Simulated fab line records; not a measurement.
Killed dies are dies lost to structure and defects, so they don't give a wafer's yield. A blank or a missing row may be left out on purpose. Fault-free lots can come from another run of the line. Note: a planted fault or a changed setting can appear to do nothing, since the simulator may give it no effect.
Struck lot and sound lot, side by side || flow n5Finfet || 18 out of 1938 route steps
Sound: the wafers L617.1, L617.2, L617.3. Struck: wafer L608.3. (L608.4 of the same lot was not struck and is left out.) The cause comes at the end.
At each step with rows: each side's tool, then ch and its chambers, then its first start. Under that, the readings that differ: sound wafers || struck wafers || difference of the means || sigmas: that difference in standard deviations of wafers without a fault.
alike: same words and numbers on both sides, and readings whose means sit less than 2 such deviations apart. not compared: any withheld reading, any reading some wafer has no value for, any bound like >300 that may hide the same value, and any number with overlapping values for which the record gives no deviation.
The two part at a step that has a row with sigmas, a row that says differs or no value, or rows on one side only. When numbers do not overlap yet have no deviation, they are printed without sigmas and do not part them. A reading missing from all wafers of one side parts the sides only when that side holds two or more wafers.

N5_BEOL_M2_ANNEAL_82: time 240 s.
  sound on pvdSputter-01 at day 11 08:40; struck on pvdSputter-03 at day 9 07:51
  alike: heaterPowerW
N5_BEOL_M2_SPUTTER_86: material Cu, target thk 4.5 nm, time 8.29 s.
  sound on pvdSputter-01 at day 11 08:49; struck on pvdSputter-03 at day 9 07:59
  alike: throttleValvePct
then, 1 step without rows for these wafers: N5_BEOL_M2_ANNEAL_87 (time 240 s).
N5_BEOL_M2_SPUTTER_88: material Cu, target thk 4.5 nm, time 8.29 s.
  sound on pvdSputter-01 at day 11 09:02; struck on pvdSputter-03 at day 9 08:13
  alike: throttleValvePct
N5_BEOL_M2_ANNEAL_89: time 240 s.
  sound on pvdSputter-01 at day 11 09:07; struck on pvdSputter-03 at day 9 08:17
  alike: heaterPowerW
N5_BEOL_M2_SPUTTER_90: material Cu, target thk 4.5 nm, time 8.29 s.
  sound on pvdSputter-01 at day 11 09:15; struck on pvdSputter-03 at day 9 08:26
  alike: throttleValvePct
then, 6 steps without rows for these wafers: N5_BEOL_M2_ANNEAL_91 (time 240 s); N5_BEOL_M2_SPUTTER_92 (material Cu, target thk 4.5 nm, time 8.29 s); N5_BEOL_M2_ANNEAL_93 (time 240 s); N5_BEOL_M2_SPUTTER_94 (material Cu, target thk 4.5 nm, time 8.29 s); N5_BEOL_M2_ANNEAL_95 (time 240 s); N5_BEOL_M2_SPUTTER_96 (material Cu, target thk 4.5 nm, time 8.29 s).
N5_BEOL_M2_ECD_50: material Cu, target thk 300 nm.
  sound on ecdCu-02 ch 0,1, day 11 10:02; struck on ecdCu-01 ch 1, day 9 09:13
{"reading": "model.Cu_of_BEOL_M2_ECD_50.thkNm (nm)", "sound": "296.2 297.6 300.2", "struck": 84.8, "difference": -213.2, "sigmas": ""}
then, 1 step without rows for these wafers: N5_BEOL_M2_ANNEAL_51 (time 90 s).
N5_BEOL_M2_CMP_52: polishes, stops on SiOC, t overpolish 6.8 s, target thk 40 nm.
  sound on cmp-04 ch 0,1,3, day 11 10:34; struck on cmp-03 ch 2, day 9 09:38
{"reading": "timeToEndpointS (s)", "sound": "62 58 63", "struck": 14, "difference": -47, "sigmas": -13}
  alike: clearingPlatenDownForcePsi, clearingPlatenRpm, edgeZonePressureFrac, motorCurrentA
N5_BEOL_M2_THK_MEAS_53: measures by xrf.
  sound on filmMetro-01 at day 11 10:49; struck on filmMetro-02 at day 9 09:55
  alike: M2_THK
N5_BEOL_M4_RC_MEAS_101:
  sound on prober-01 ch 0, day 12 03:27; struck on prober-01 ch 0, day 10 07:30
  alike: DIBL_N, DIBL_P, IOFF_N, IOFF_P, ION_N, ION_P, SS_N, SS_P, VT_N, VT_P
-- record jumps: 4 days separate the struck wafers' starts on either side; left off in module BEOL_M4, taken up again in module PASSIVATION, whose first shown step is the route's number 1936 --
N5_PASSIVATION_PROBE_49:
  sound on prober-02 at day 16 09:47; struck on prober-02 at day 14 14:46
  alike: defectLimitedYield, killed_at_M0_to_M3, killed_at_M4_up, killedAtContacts, killedAtFrontEnd, killedAtOther, killedDies, killedOpen, killedShort, sort_bin_5_function, sort_bin_6_memory, sortNPass, sortYieldPct

## WHERE THEY PART
Only at N5_BEOL_M2_CMP_52, within this record. Later steps at which nothing parts them and some readings are alike: N5_BEOL_M2_THK_MEAS_53, N5_BEOL_M4_RC_MEAS_101, N5_PASSIVATION_PROBE_49.

WHY: what had been put in by the simulator
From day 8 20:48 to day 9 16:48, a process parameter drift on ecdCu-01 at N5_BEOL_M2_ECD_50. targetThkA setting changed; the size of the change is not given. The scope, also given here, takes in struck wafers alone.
